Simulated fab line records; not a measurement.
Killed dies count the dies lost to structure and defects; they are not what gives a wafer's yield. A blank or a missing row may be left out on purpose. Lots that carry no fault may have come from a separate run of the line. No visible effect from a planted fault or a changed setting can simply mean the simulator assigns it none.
fab line records	flow nand-harc
record: lots: 6	wafers: 16	last-day: 33
route steps=1302 shown A_CHANNEL_FILL_D2@616 END@1302
lots that met no fault: from a run of the same line without faults
start-h: hours from the record's first day to the start of the lot's first wafer shown	wait-h: hours elapsed since this lot's preceding step	" repeats the value in the row above	L1.1+2: a single row standing in for several wafers	- either no value or no given start	* or withheld: withheld	< > ~ a bound
route shown NAME@n: a module of which the file shows steps, and the number in the route of the first	usual: mean and standard deviation over wafers with no fault	same: alike in all rows	chamber/n: place in a boat	sites: the reading at each site	_std_site: the values' standard deviation	_edge_site: mean of outer sites minus mean of inner sites	radius-mm: how far each site lies from the wafer's centre	mask NAME#n: copy n	behind: tool/chamber where the wafer was last shaped	hold: the reason the lot was held/the length of the hold in hours/how it ended	device: whichever transistor did not switch (one of n, p or np)	end of line: the tests these same wafers got at the end of their route	for a step that has no rows: nothing shown but its recipe	killed: count of dies lost to structure and defects at first sort (not the wafer's yield)	map: dies across one wafer; x = killed, . = not, _ = none there
set.NAME: the setting as run; set.NAME@STEP: as run at that earlier step	model.NAME: the simulator's own value behind a step, which no gauge read
lots at some steps of the route; a table a step, a row a wafer
services: the hour from which a tool's chamber was out of use, counted from the record's first day as start-h (under 0 if before that day), plus the number of hours and why
== steps ==
step: NHARC_A_CHANNEL_FILL_D2_ALD_16
recipe: target-thk-a: 15	pulse-time-s: 10	ald-cycles: 15	temp-c: 300	material: SiO2
usual: heater-power-w: 462/50	precursor-pulse-height-rel: 1.001/0.019
lot.wafer	tool	chamber	start-h	wait-h	heater-power-w	precursor-pulse-height-rel	since-wet-clean-h
L128.2	ald-hk-02	2	320.41	0.0	565	1.006	140
L128.4	"	3	"	"	437	0.995	140
L128.3	"	0	"	"	390	1.034	141
L135.3	ald-hk-02	2	391.33	0.1	554	1.005	33
L135.1	"	3	"	"	430	1.022	33
L135.6	"	2	"	"	551	0.980	-
L144.2	ald-hk-02	1	473.54	0.0	436	1.015	115
L144.4	"	0	"	"	401	1.011	115
L143.4	ald-hk-04	1	476.85	0.1	450	0.999	27
L143.5	"	3	"	"	450	1.007	-
L148.4	ald-hk-02	1	512.74	0.2	440	1.003	154
L148.2	"	2	"	"	568	0.984	154
L148.5	"	1	"	"	443	0.989	-
L149.4	ald-hk-01	1	527.97	0.0	393	1.025	42
L149.6	"	1	"	"	407	0.997	-
L149.5	"	2	"	"	503	1.015	-
step: NHARC_A_CHANNEL_FILL_D2_ANNEAL_17
recipe: temp-c: 850	time-s: 1800
step: NHARC_A_CHANNEL_FILL_D2_CVD_18
recipe: target-thk-a: 30	temp-c: 550	material: poly-Si
step: NHARC_A_CHANNEL_FILL_D2_ETCHBACK_19
recipe: target-depth-a: 50	time-s: 1.7	hbr-flow-sccm: 150	cl2-flow-sccm: 50	rf-w: 400	icp-w: 400	bias-w: 100	chemistry: HBr/Cl2
usual: drypump-motor-current-A: 5.9/0.5	oes-product-au: 0.996/0.011	throttle-valve-pct: 26.406/0.0087
same: time-s: 1.7
lot.wafer	tool	chamber	start-h	wait-h	drypump-motor-current-A	oes-product-au	rf-hours-counter-h	throttle-valve-pct
L128.3	rie-si-06	2	332.51	0.4	5.7	1.008	0.7	26.400
L128.4	"	3	"	"	5.6	1.000	0.6	26.418
L128.2	"	0	"	"	5.6	0.996	0.6	26.417
L135.3	rie-si-05	1	405.14	0.4	6.2	0.981	0.6	26.409
L135.1	"	3	"	"	5.1	0.999	0.6	26.400
L135.6	"	1	"	"	6.2	0.981	-	26.393
L144.4	rie-si-06	3	486.37	0.4	5.5	0.998	0.3	26.398
L144.2	"	2	"	"	5.7	0.983	0.3	26.414
L143.4	rie-si-01	3	486.39	0.4	5.6	1.008	0.7	26.411
L143.5	"	2	"	"	6.2	0.997	-	26.403
L148.4	rie-si-01	0	524.37	0.4	6.5	0.985	0.8	26.385
L148.2	"	1	"	"	6.0	1.001	0.8	26.419
L148.5	"	1	"	"	6.0	1.005	-	26.421
L149.4	rie-si-05	2	539.50	0.4	6.5	0.994	0.2	26.410
L149.6	"	1	"	"	6.2	0.990	-	26.412
L149.5	"	2	"	"	6.5	1.000	-	26.418
step: NHARC_A_CHANNEL_FILL_D2_ETCHBACK_20
recipe: target-depth-a: 270	time-s: 13.5	c4f8-flow-sccm: withheld	o2-flow-sccm: 8	ar-flow-sccm: withheld	rf-w: 600	bias-w: 1500	chemistry: C4F8/O2/Ar
usual: oes-product-au: 0.985/0.027	rf-vpp-V: 977/5.4	run-length-s: 34.5/0.38
same: time-s: 13.5
lot.wafer	tool	chamber	start-h	wait-h	oes-product-au	rf-hours-counter-h	rf-vpp-V	run-length-s
L128.2	rie-diel-03	2	332.63	-	0.996	1	987	35.3
L128.4	"	3	"	"	0.985	2	973	34.7
L128.3	"	0	"	"	0.991	2	981	34.7
L135.1	rie-diel-05	1	405.28	-	0.991	34	983	34.5
L135.3	"	2	"	"	0.987	35	968	34.1
L135.6	"	1	"	"	0.987	-	983	34.6
L144.2	rie-diel-03	0	486.49	-	1.012	1	982	34.6
L144.4	"	2	"	"	0.985	0	986	34.9
L143.4	rie-diel-02	1	486.51	-	0.989	3	975	34.2
L143.5	"	3	"	"	0.975	-	973	33.8
L148.4	rie-diel-05	0	524.50	-	0.991	16	978	34.8
L148.2	"	2	"	"	1.001	16	968	33.8
L148.5	"	0	"	"	0.988	-	977	34.7
L149.4	rie-diel-05	2	539.65	-	0.931	17	968	33.8
L149.5	"	3	"	"	0.913	-	972	34.0
L149.6	"	0	"	"	0.927	-	978	34.7
step: NHARC_A_CHANNEL_FILL_D2_STRIP_28
recipe: time-s: 20	o2-flow-sccm: 500	ar-flow-sccm: 0	bias-w: 0	chemistry: O2
usual: drypump-motor-current-A: 5.7/0.44	oes-product-au: 1.001/0.012	rf-vpp-V: 57.7/0.92	showerhead-plenum-p-Torr: 3.49/0.14	throttle-valve-pct: 17.036/0.0094
same: time-s: 20
lot.wafer	tool	chamber	start-h	wait-h	drypump-motor-current-A	oes-product-au	rf-hours-counter-h	rf-vpp-V	showerhead-plenum-p-Torr	throttle-valve-pct
L128.4	rie-diel-03	3	332.73	0.1	5.1	1.000	2	56.2	3.41	17.042
L128.2	"	0	"	"	5.7	1.009	2	58.0	3.60	17.040
L128.3	"	1	"	"	6.5	1.014	1	58.7	3.39	17.034
L135.3	rie-diel-05	1	405.37	0.1	5.4	0.997	34	58.8	3.65	17.049
L135.1	"	2	"	"	5.7	0.994	35	58.4	3.28	17.015
L135.6	"	3	"	"	5.7	0.995	-	56.0	3.35	17.027
L144.4	rie-diel-03	3	486.59	0.1	5.1	0.979	1	57.3	3.41	17.036
L144.2	"	1	"	"	6.5	1.010	0	58.0	3.39	17.041
L143.4	rie-diel-02	2	486.59	0.1	5.1	1.009	2	58.4	3.50	17.042
L143.5	"	2	"	"	5.1	1.014	-	59.5	3.50	17.044
L148.2	rie-diel-05	1	524.60	0.1	5.4	0.986	17	57.9	3.64	17.028
L148.4	"	2	"	"	5.7	1.013	16	57.4	3.27	17.036
L148.5	"	3	"	"	5.7	0.991	-	57.0	3.34	17.043
L149.4	rie-diel-05	1	539.72	0.1	5.5	0.979	19	57.3	3.64	17.048
L149.5	"	3	"	"	5.7	0.997	-	56.6	3.34	17.028
L149.6	"	0	"	"	5.5	0.994	-	58.9	3.51	17.047
step: NHARC_A_CHANNEL_FILL_D2_PRECLEAN_21
recipe: time-s: 30	chemistry: dHF
step: NHARC_A_CHANNEL_FILL_D2_SRD_23
step: NHARC_A_CHANNEL_FILL_D2_CVD_05
recipe: target-thk-a: 50	temp-c: 550	material: poly-Si
step: NHARC_A_CHANNEL_FILL_D2_ANNEAL_22
recipe: temp-c: 620	time-s: 7200
step: NHARC_A_CHANNEL_FILL_D2_ALD_25
recipe: target-thk-a: 600	pulse-time-s: 10	ald-cycles: 600	temp-c: 300	material: SiOx
step: NHARC_A_CHANNEL_FILL_D2_ETCHBACK_08
recipe: target-depth-a: 2200	time-s: 110	c4f8-flow-sccm: 20	ar-flow-sccm: withheld	rf-w: 600	bias-w: 300	chemistry: C4F8
usual: oes-product-au: 0.96/0.034	rf-vpp-V: 440.4/2.5	run-length-s: 131.2/0.4
lot.wafer	tool	chamber	start-h	wait-h	oes-product-au	rf-hours-counter-h	rf-vpp-V	run-length-s
L128.2	rie-diel-02	3	351.20	-	0.93	3	439.5	130.3
L128.4	"	0	"	"	0.95	3	441.8	130.9
L128.3	"	1	"	"	0.92	3	439.3	131.6
L135.1	rie-diel-02	2	424.40	-	1.01	1	441.3	131.5
L135.3	"	3	"	"	0.99	1	436.5	130.9
L135.6	"	2	"	"	1.02	-	441.9	131.3
L143.4	rie-diel-02	0	503.56	-	0.93	3	442.0	154.0
L143.5	"	0	"	"	0.92	-	443.1	130.9
L144.2	rie-diel-02	1	503.71	-	0.95	3	438.7	154.4
L144.4	"	2	"	"	0.94	3	440.2	154.6
L148.4	rie-diel-05	0	542.10	-	0.93	20	440.6	131.8
L148.2	"	1	"	"	0.91	20	442.2	131.4
L148.5	"	0	"	"	0.92	-	440.8	131.5
L149.4	rie-diel-03	3	557.49	-	0.98	2	439.0	131.7
L149.6	"	0	"	"	0.99	-	441.9	131.6
L149.5	"	1	"	"	1.00	-	439.1	131.1
step: NHARC_A_CHANNEL_FILL_D2_STRIP_29
recipe: time-s: 20	o2-flow-sccm: 500	ar-flow-sccm: 0	bias-w: 0	chemistry: O2
usual: drypump-motor-current-A: 5.7/0.48	oes-product-au: 0.998/0.01	rf-vpp-V: 57.7/0.9	showerhead-plenum-p-Torr: 3.50/0.14	throttle-valve-pct: 17.036/0.01
same: time-s: 20
lot.wafer	tool	chamber	start-h	wait-h	drypump-motor-current-A	oes-product-au	rf-hours-counter-h	rf-vpp-V	showerhead-plenum-p-Torr	throttle-valve-pct
L128.4	rie-diel-02	0	-	-	6.4	1.013	3	56.9	3.64	17.038
L128.3	"	1	"	"	6.0	0.979	3	56.1	3.44	17.049
L128.2	"	2	"	"	5.0	0.998	3	58.7	3.50	17.027
L135.3	rie-diel-02	2	-	-	5.1	1.016	1	57.5	3.50	17.045
L135.1	"	1	"	"	6.0	1.003	1	57.1	3.44	17.045
L135.6	"	3	"	"	5.4	0.982	-	57.4	3.38	17.040
L143.4	rie-diel-02	2	-	-	5.1	1.012	3	58.5	3.50	17.040
L143.5	"	0	"	"	6.4	1.003	-	58.4	3.63	17.040
L144.2	rie-diel-02	1	-	-	5.9	1.004	3	58.8	3.44	17.033
L144.4	"	0	"	"	6.4	0.997	3	57.7	3.63	17.044
L148.4	rie-diel-05	1	-	-	5.4	0.982	20	58.2	3.64	17.032
L148.2	"	0	"	"	5.5	0.995	20	58.2	3.51	17.047
L148.5	"	2	"	"	5.7	1.014	-	58.1	3.27	17.033
L149.4	rie-diel-03	2	-	-	5.9	0.990	2	59.4	3.76	17.025
L149.6	"	0	"	"	5.7	1.009	-	56.4	3.60	17.038
L149.5	"	1	"	"	6.5	1.000	-	58.6	3.39	17.019
step: NHARC_END_SORT_01
recipe: temp-c: 25
usual: killed-at-array: 52/18	killed-at-other: 0.6/0.83	killed-at-periphery: 4.3/2.8	killed-dies: 57/19	killed-open: 3.4/2	killed-short: 2.5/1.7
same: gross-dies: 677
lot.wafer	tool	chamber	start-h	wait-h	killed-at-array	killed-at-other	killed-at-periphery	killed-dies	killed-open	killed-short
L135.1	prober-02	0	645.62	2.5	68	0	2	70	1	3
L135.3	prober-02	0	647.19	3.1	59	1	0	60	1	1
L135.6	prober-02	0	649.55	3.9	62	0	1	63	2	1
L144.2	prober-01	0	715.04	2.8	39	2	6	47	4	5
L144.4	prober-01	0	716.67	3.4	41	1	9	51	4	7
killed by level:class
L135.1 A_CHANNEL_HOLE_D2:chamber-film-flake=36 A_SLIT:chamber-film-flake=20 A_CONTACT:chamber-film-flake=6 A_SGD_CUT:geometric-particle:short=2 A_CHANNEL_FILL_D1:geometric-particle:short=1 A_WL_FILL:geometric-particle:open=1 P_GATE:chamber-film-flake=1 P_BONDPAD:chamber-film-flake=1
L135.3 A_CHANNEL_HOLE_D2:chamber-film-flake=29 A_SLIT:chamber-film-flake=16 A_CONTACT:chamber-film-flake=9 A_ONON_D1:geometric-particle:short=1 A_M0:geometric-particle:open=1 A_CHANNEL_HOLE_D1:chamber-film-flake=1 A_CHANNEL_FILL_D2:chamber-film-flake=1 A_WL_FILL:chamber-film-flake=1
L135.6 A_CHANNEL_HOLE_D2:chamber-film-flake=35 A_SLIT:chamber-film-flake=20 A_CONTACT:chamber-film-flake=3 A_CHANNEL_HOLE_D1:chamber-film-flake=2 P_CONTACT:geometric-particle:open=1 A_CHANNEL_FILL_D1:geometric-particle:short=1 A_SGD_CUT:geometric-particle:open=1
L144.2 A_CHANNEL_HOLE_D1:chamber-film-flake=10 A_STAIRCASE:chamber-film-flake=10 P_GATE:chamber-film-flake=5 A_SLIT:chamber-film-flake=3 A_CHANNEL_FILL_D2:geometric-particle:short=2 A_WL_FILL:geometric-particle:short=2 A_CHANNEL_FILL_D2:chamber-film-flake=2 A_CONTACT:chamber-film-flake=2
L144.4 A_CHANNEL_HOLE_D1:chamber-film-flake=12 P_GATE:chamber-film-flake=9 A_STAIRCASE:chamber-film-flake=7 A_SLIT:chamber-film-flake=5 A_CONTACT:chamber-film-flake=5 A_CHANNEL_FILL_D2:geometric-particle:short=3 A_WL_FILL:geometric-particle:short=2 A_ONON_D1:geometric-particle:open=1
== services ==
tool	chamber	start-h	hours	kind
rie-si-05	-	305.00	9.0	pm
rie-si-05	-	321.61	2.3	repair
rie-diel-03	-	330.66	0.8	repair
rie-si-01	0	339.10	8.5	repair
ald-hk-02	-	348.38	10.0	pm
rie-diel-05	0	352.48	4.3	repair
rie-diel-05	3	355.78	9.2	repair
rie-si-01	-	370.00	9.0	pm
rie-diel-02	-	393.70	9.0	pm
rie-diel-05	-	407.13	9.0	pm
rie-si-06	2	409.74	2.1	repair
rie-si-06	-	426.00	9.0	pm
rie-diel-03	2	426.47	1.2	repair
rie-diel-03	2	429.23	7.0	repair
rie-diel-03	1	432.24	6.1	repair
rie-diel-03	0	441.84	12.4	repair
rie-diel-05	2	456.28	9.0	repair
rie-diel-03	-	458.30	9.0	pm
rie-diel-02	0	462.49	7.7	repair
rie-diel-05	3	463.61	8.2	repair
rie-si-05	-	482.00	9.0	pm
ald-hk-02	-	516.84	0.9	repair
ald-hk-02	-	526.38	10.0	pm
rie-si-05	0	553.86	1.2	repair
== key ==
first-sign: step: NHARC_A_CHANNEL_FILL_D2_ETCHBACK_08	reading: run-length-s	direction: up	sigmas: 58	usual: *	struck: *
effect none on later readings
met-at NHARC_A_CHANNEL_FILL_D2_ETCHBACK_08
struck-wafers L143.4,L144.2,L144.4
tester-left-out L143,L144
onset-between 424.40 503.56
fault: kind: process-parameter-drift	tool: rie-diel-02	chamber: -	onset-h: 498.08	steps: NHARC_A_CHANNEL_FILL_D2_ETCHBACK_08	channel: time-s	offset: *	shape: step	end-h: 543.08	scope: struck-wafers-only	acts-in: *	stated: *
tester-left-out: of these lots the tester's yield and bins aren't shown, on N5 and GAA mostly nor the transistor test; their killed dies are dies lost to structure and defects alone, not to doping, threshold or leakage, so they don't give the yield
